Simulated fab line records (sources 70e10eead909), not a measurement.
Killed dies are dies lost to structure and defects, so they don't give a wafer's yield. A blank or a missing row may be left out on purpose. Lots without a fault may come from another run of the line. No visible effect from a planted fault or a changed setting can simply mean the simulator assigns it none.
Chamber matching | flow nand-harc | NHARC_A_CONTACT_ETCH_88 on rie-diel-13 has 4 sister chambers
The step etches the open film in CF4, target depth 39 nm, time 65 s. 8 wafers are shown with their chamber, then 12 later ones without.

WAFERS WITH THEIR CHAMBER
wafer  | chamber | showerhead-plenum-p-Torr (Torr) | drypump-motor-current-A (A)
L087.1 | 1       | 1.69                            | 5.5
L090.5 | 0       | 1.68                            | 5.2
L090.6 | 1       | 1.69                            | 5.5
L092.5 | 2       | 1.70                            | 6.0
L092.6 | 3       | 1.80                            | 5.9
L093.1 | 0       | 1.67                            | 5.2
L093.3 | 3       | 1.80                            | 6.0
L093.4 | 2       | 1.70                            | 6.0

WAFERS WHOSE CHAMBER IS MISSING
wafer  | showerhead-plenum-p-Torr (Torr) | drypump-motor-current-A (A)
L091.1 | 1.69                            | 5.4
L091.3 | 1.67                            | 5.2
L091.4 | 1.80                            | 6.0
L094.4 | 1.69                            | 5.4
L094.5 | 1.80                            | 5.9
L094.6 | 1.67                            | 5.2
L095.1 | 1.69                            | 6.0
L095.2 | 1.80                            | 6.0
L095.4 | 1.67                            | 5.2
L097.1 | 1.80                            | 6.0
L097.2 | 1.69                            | 6.0
L097.4 | 1.67                            | 5.2

EACH ONE'S CHAMBER
wafer  | from the rows above | in truth
L091.1 | 1                   | 1
L091.3 | 0                   | 0
L091.4 | 3                   | 3
L094.4 | 1                   | 1
L094.5 | 3                   | 3
L094.6 | 0                   | 0
L095.1 | 2                   | 2
L095.2 | 3                   | 3
L095.4 | 0                   | 0
L097.1 | 3                   | 3
L097.2 | 2                   | 2
L097.4 | 0                   | 0
Correctly placed: 12 of 12. Left unplaced by these rows: 0. 0 placed wrongly.
How it was worked out, from the rows above alone: a wafer's distance from a chamber is the root of the sum, over the readings, of the square of ((its reading less the chamber's mean) divided by the reading's scatter). If the next closest chamber is less than 2 further off than the closest, the wafer can't be placed; otherwise it belongs to the closest. A chamber's mean is the mean of its shown wafers. How the scatter is found: for the shown wafers, subtract from each reading the mean of its chamber, square and add these, divide the total by (wafers less chambers), then take the root.
